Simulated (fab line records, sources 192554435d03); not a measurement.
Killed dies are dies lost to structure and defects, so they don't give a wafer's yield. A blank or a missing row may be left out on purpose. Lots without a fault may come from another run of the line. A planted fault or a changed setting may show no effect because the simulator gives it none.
A struck lot beside a sound one | flow n5_finfet | 38 steps out of a route of 1938
Sound: wafers L741.1, L741.2, L741.5. Struck: wafer L745.4. (L745.2, L745.6 of the same lot were not struck and are left out.) The cause comes at the end.
At each step with rows: each side's tool, then ch and its chambers, then its first start. Under that, the readings that differ: sound wafers | struck wafers | difference of the means | sigmas: that difference in standard deviations of wafers without a fault.
alike: readings whose means differ by less than 2 such deviations, and words and numbers that are the same on both sides. not compared: withheld readings, readings that some wafer has no value for, bounds like >300 that may hide the same value, and numbers for which the record gives no deviation and whose values overlap.
The two part at a step that has a row with sigmas, a row that says differs or no value, or rows on one side only. Numbers that don't overlap but have no deviation are shown without sigmas and don't part them. A reading that every wafer of one side lacks parts them only if that side has two wafers or more.

first, 9 steps without rows for these wafers: N5_BEOL_M5_EXPOSE_25 (exposes mask V4, defocus 10 nm); N5_BEOL_M5_PEB_26 (peb time 60 s); N5_BEOL_M5_DEVELOP_27 (develop time 30 s); N5_BEOL_M5_DESCUM_33 (chemistry O2, time 7 s); N5_BEOL_M5_ETCH_75 (etches underlayer in N2/H2, target depth 6.5 nm, time 5.2 s); N5_BEOL_M5_ETCH_67 (etches SiARC in CF4, target depth 15.6 nm, time 26 s); N5_BEOL_M5_ETCH_68 (etches SOC in N2/H2, target depth 80 nm, overetch 16 nm, time 120 s); N5_BEOL_M5_STRIP_69 (strips in N2/H2); N5_BEOL_M5_STRIP_76 (strips in N2/H2).
N5_BEOL_M5_VIA_ETCH_34: etches SiCOH lowk in C4F6/O2, target depth 88.3 nm, time 39.2 s.
  sound on rie_diel-04 ch 1,2,3, day 9 16:58; struck on rie_diel-04 ch 2, day 10 15:06
  alike: drypump_motor_current_A, oes_product_au, rf_vpp_V, showerhead_plenum_p_Torr, throttle_valve_pct
  not compared: rf_hours_counter_h
then, 27 steps without rows for these wafers: N5_BEOL_M5_STRIP_85 (strips in C4F6/O2); N5_BEOL_M5_STRIP_36 (strips in N2/H2); N5_BEOL_M5_TRENCH_ETCH_37 (etches SiCOH lowk in C4F6/O2, target depth 71.652 nm, time 24.7 s); N5_BEOL_M5_ETCH_41 (etches SiCN in CH3F/O2, target depth 31.5 nm, time 56.7 s); N5_BEOL_M5_STRIP_91 (strips in N2/H2, time 10 s); N5_BEOL_M5_HM_STRIP_39 (strips TiN in peroxide tin strip, target depth 25 nm, time 158 s); N5_BEOL_M5_SRD_40 (time 30 s); N5_BEOL_M5_PRECLEAN_42 (cleans in residue remover, time 60 s); N5_BEOL_M5_SRD_43 (time 30 s); N5_BEOL_M5_CURE_80 (cures SiCOH lowk, time 120 s); N5_BEOL_M5_DEGAS_44 (time 60 s); N5_BEOL_M5_PRE_CLEAN_45 (time 30 s); N5_BEOL_M5_ALD_86 (deposits TaN, pulse time 2 s, purge time 3 s, co reactant purge time 2 s); N5_BEOL_M5_SURFACE_TREAT_87; N5_BEOL_M5_CVD_47 (deposits Co from CCTBA/H2, target thk 3 nm, time 216 s); N5_BEOL_M5_SPUTTER_48 (material Cu, target thk 15 nm, time 27.62 s); N5_BEOL_M5_ANNEAL_49 (time 1800 s); N5_BEOL_M5_SPUTTER_81 (material Cu, target thk 15 nm, time 27.62 s); N5_BEOL_M5_ANNEAL_82 (time 1800 s); N5_BEOL_M5_SPUTTER_83 (material Cu, target thk 15 nm, time 27.62 s); N5_BEOL_M5_ANNEAL_84 (time 1800 s); N5_BEOL_M5_SPUTTER_88 (material Cu, target thk 15 nm, time 27.62 s); N5_BEOL_M5_ANNEAL_89 (time 1800 s); N5_BEOL_M5_SPUTTER_90 (material Cu, target thk 4.5 nm, time 8.29 s); N5_BEOL_M5_ECD_50 (material Cu, target thk 300 nm); N5_BEOL_M5_ANNEAL_51 (time 90 s); N5_BEOL_M5_CMP_52 (polishes, stops on SiCOH lowk, t overpolish 6.9 s, target thk 62 nm).
-- the record jumps here: 4 days lie between the struck wafers' starts before and after (it left off in module BEOL_M5 and takes up again in module PASSIVATION, whose first step shown is number 1936 of the route) --
N5_PASSIVATION_PROBE_49:
  the record has rows for the struck wafers here (prober-01, day 14 14:25) and none for the sound ones

WHERE THEY PART
Only at N5_PASSIVATION_PROBE_49, within this record.

WHY: what the simulator had put in
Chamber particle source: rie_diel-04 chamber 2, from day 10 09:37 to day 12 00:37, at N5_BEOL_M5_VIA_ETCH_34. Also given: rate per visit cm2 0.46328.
